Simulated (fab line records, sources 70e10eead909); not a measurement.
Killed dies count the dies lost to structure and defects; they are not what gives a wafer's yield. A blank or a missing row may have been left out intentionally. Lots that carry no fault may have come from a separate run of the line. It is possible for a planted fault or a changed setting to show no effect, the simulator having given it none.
A lot that was struck, set against a sound lot | flow nand_harc | 20 out of 1159 route steps
Sound: wafers L803.2, L803.3, L803.4. The struck wafers were L812.2, L812.4, L812.5. The cause is named last.
Each step with rows lists, per side, the tool, then ch with its chambers, then its first start. Under that, the readings that differ: sound wafers | struck wafers | difference of the means | sigmas: that difference in standard deviations of wafers without a fault.
alike: readings whose means differ by less than 2 such deviations, and words and numbers that are the same on both sides. not compared: withheld readings, readings that some wafer has no value for, bounds like >300 that may hide the same value, and numbers for which the record gives no deviation and whose values overlap.
A row with sigmas, a row that says differs or no value, or rows on one side alone: a step with any of these is where the two part. Numbers that don't overlap but have no deviation are shown without sigmas and don't part them. A reading that every wafer of one side lacks parts them only if that side has two wafers or more.

NHARC_P_ZERO_WELL_CD_MEAS_37: target cd 720 nm.
  sound on cd_sem-03 ch 0, day 2 10:16; struck on cd_sem-01 ch 0, day 4 15:52
  alike: cd_nm
then, 1 step without rows for these wafers: NHARC_P_ZERO_WELL_HARDBAKE_38 (time 80 s).
NHARC_P_ZERO_WELL_DESCUM_39: chemistry O2, time 3 s.
  sound on rie_diel-05 ch 1,2,3, day 2 10:26; struck on rie_diel-11 ch 1,2, day 4 16:02
  reading                        | sound             | struck            | difference | sigmas
  chamber_pressure_mTorr (mTorr) | 59.95 60.00 59.88 | 60.09 60.06 60.02 | +0.11      | +2
  alike: drypump_motor_current_A, mfc_ar_sccm, oes_product_au, rf_vpp_V, showerhead_plenum_p_Torr, throttle_valve_pct
  not compared: rf_hours_counter_h
then, 9 steps without rows for these wafers: NHARC_P_ZERO_WELL_IMPLANT_40; NHARC_P_ZERO_WELL_IMPLANT_59; NHARC_P_ZERO_WELL_IMPLANT_60; NHARC_P_ZERO_WELL_STRIP_41 (strips in SPM, time 840 s); NHARC_P_ZERO_WELL_DEHYDRATE_44 (time 120 s); NHARC_P_ZERO_WELL_HMDS_45 (time 30 s); NHARC_P_ZERO_WELL_COAT_46; NHARC_P_ZERO_WELL_SOFTBAKE_47 (time 95 s); NHARC_P_ZERO_WELL_EBR_48.
NHARC_P_ZERO_WELL_EXPOSE_49: exposes mask P HVPW, target cd 2000 nm.
  sound on krf_scanner-04 ch 0, day 2 11:38; struck on krf_scanner-03 ch 0, day 4 17:22
  reading | sound                      | struck                              | difference | sigmas
  mask    | P_HVPW#0 P_HVPW#0 P_HVPW#0 | P_HVPW_R1#0 P_HVPW_R1#0 P_HVPW_R1#0 | differs    |
  alike: focus_offset_nm, reticle_temp_C
then, 2 steps without rows for these wafers: NHARC_P_ZERO_WELL_PEB_50 (peb time 85 s); NHARC_P_ZERO_WELL_DEVELOP_51 (time 70 s).
NHARC_P_ZERO_WELL_CD_MEAS_52: target cd 2000 nm.
  sound on cd_sem-01 ch 0, day 2 11:47; struck on cd_sem-03 ch 0, day 4 17:31
  reading    | sound                | struck               | difference | sigmas
  cd_nm (nm) | 2002.7 2002.9 2002.9 | 1701.6 1697.6 1700.3 | -303.0     | -99 or more
then, 1 step without rows for these wafers: NHARC_P_ZERO_WELL_HARDBAKE_53 (time 80 s).
NHARC_P_ZERO_WELL_DESCUM_54: chemistry O2, time 3 s.
  sound on rie_diel-05 ch 0,2,3, day 2 11:57; struck on rie_diel-05 ch 1,2, day 4 17:41
  reading                      | sound          | struck         | difference | sigmas
  model.P_ZERO_WELL.cd_nm (nm) | 2002 2003 2003 | 1702 1698 1700 | -303       |
  alike: chamber_pressure_mTorr, drypump_motor_current_A, mfc_ar_sccm, oes_product_au, rf_vpp_V, showerhead_plenum_p_Torr, throttle_valve_pct
  not compared: rf_hours_counter_h
next, for these wafers, 1 step has no rows: NHARC_P_ZERO_WELL_IMPLANT_55.
-- the record jumps here: 18 days lie between the struck wafers' starts before and after (it left off in module P_ZERO_WELL and takes up again in module END, whose first step shown is number 1159 of the route) --
NHARC_END_SORT_01:
  sound on prober-01 ch 0, day 19 22:16; struck on prober-01 ch 0, day 22 06:49
  reading             | sound    | struck      | difference | sigmas
  killed_at_periphery | 4 10 5   | 148 137 131 | +132       | +66
  killed_dies         | 22 31 33 | 166 145 152 | +126       | +10
  alike: killed_at_array, killed_at_other, killed_open, killed_short

== WHERE THEY PART ==
First at NHARC_P_ZERO_WELL_DESCUM_39; last, within this record, at NHARC_END_SORT_01.

WHY: what the simulator had put in
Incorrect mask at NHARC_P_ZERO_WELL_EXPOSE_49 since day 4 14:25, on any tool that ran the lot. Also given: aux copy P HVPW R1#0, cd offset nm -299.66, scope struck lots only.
